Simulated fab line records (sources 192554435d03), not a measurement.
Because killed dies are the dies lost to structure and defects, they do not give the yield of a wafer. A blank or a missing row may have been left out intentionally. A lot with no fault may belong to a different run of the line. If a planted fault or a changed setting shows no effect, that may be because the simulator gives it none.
Chamber matching    flow n5-finfet    rie-diel-01 running N5_BEOL_M1_DESCUM_33: 4 sister chambers
The step chemistry O2, time 7 s. 18 wafers are shown with their chamber, then 9 later ones without.

== WAFERS, EACH WITH ITS CHAMBER ==
wafer   chamber  showerhead-plenum-p-Torr (Torr)  drypump-motor-current-A (A)  throttle-valve-pct (%)
L074.1  1        2.06                             6.0                          20.33
L074.3  0        2.22                             5.3                          20.40
L074.6  0        2.22                             5.3                          20.40
L076.1  0        2.22                             5.3                          20.41
L076.4  2        2.09                             5.4                          20.53
L076.6  3        2.16                             5.7                          20.29
L077.2  2        2.09                             5.5                          20.55
L077.3  3        2.16                             5.7                          20.30
L077.5  3        2.16                             5.7                          20.30
L078.1  0        2.22                             5.4                          20.42
L078.2  2        2.09                             5.5                          20.54
L078.5  2        2.09                             5.4                          20.55
L084.1  3        2.15                             5.7                          20.31
L084.2  0        2.22                             5.3                          20.45
L084.3  2        2.09                             5.4                          20.55
L087.1  1        2.06                             6.0                          19.87
L087.5  1        2.06                             6.0                          19.87
L087.6  2        2.08                             5.4                          20.57

SIGNATURES (means of the wafers above)
reading                   chamber 0  chamber 1  chamber 2  chamber 3  scatter within a chamber
showerhead-plenum-p-Torr  2.2200     2.0600     2.0883     2.1575     0.00336
drypump-motor-current-A   5.320      6.000      5.433      5.700      0.039
throttle-valve-pct        20.4160    20.0233    20.5483    20.3000    0.101
Rule: for a wafer and a chamber, the distance is found by dividing, reading by reading, the gap between the wafer's reading and the chamber's mean by the reading's scatter, squaring, summing and taking the root. If the next closest chamber is less than 2 further off than the closest, the wafer can't be placed; otherwise it belongs to the closest. The scatter: take each reading less its chamber's mean, square it, sum over the shown wafers, divide by the number of wafers less the number of chambers, and take the root.

== WAFERS WHOSE CHAMBER IS MISSING ==
wafer   showerhead-plenum-p-Torr (Torr)  drypump-motor-current-A (A)  throttle-valve-pct (%)
L088.2  2.05                             6.0                          19.88
L088.3  2.21                             5.4                          20.45
L088.5  2.08                             5.4                          20.58
L089.2  2.05                             6.0                          19.86
L089.5  2.21                             5.3                          20.44
L089.6  2.15                             5.7                          20.34
L093.2  2.05                             5.9                          19.88
L093.5  2.21                             5.3                          20.46
L093.6  2.05                             5.9                          19.87

== THE CHAMBER EACH PASSED THROUGH ==
wafer   from the rows above  in truth
L088.2  1                    1
L088.3  0                    0
L088.5  2                    2
L089.2  1                    1
L089.5  0                    0
L089.6  3                    3
L093.2  1                    1
L093.5  0                    0
L093.6  1                    1
9 of 9 placed correctly. Not placeable from these rows: 0. Placed wrongly: 0.
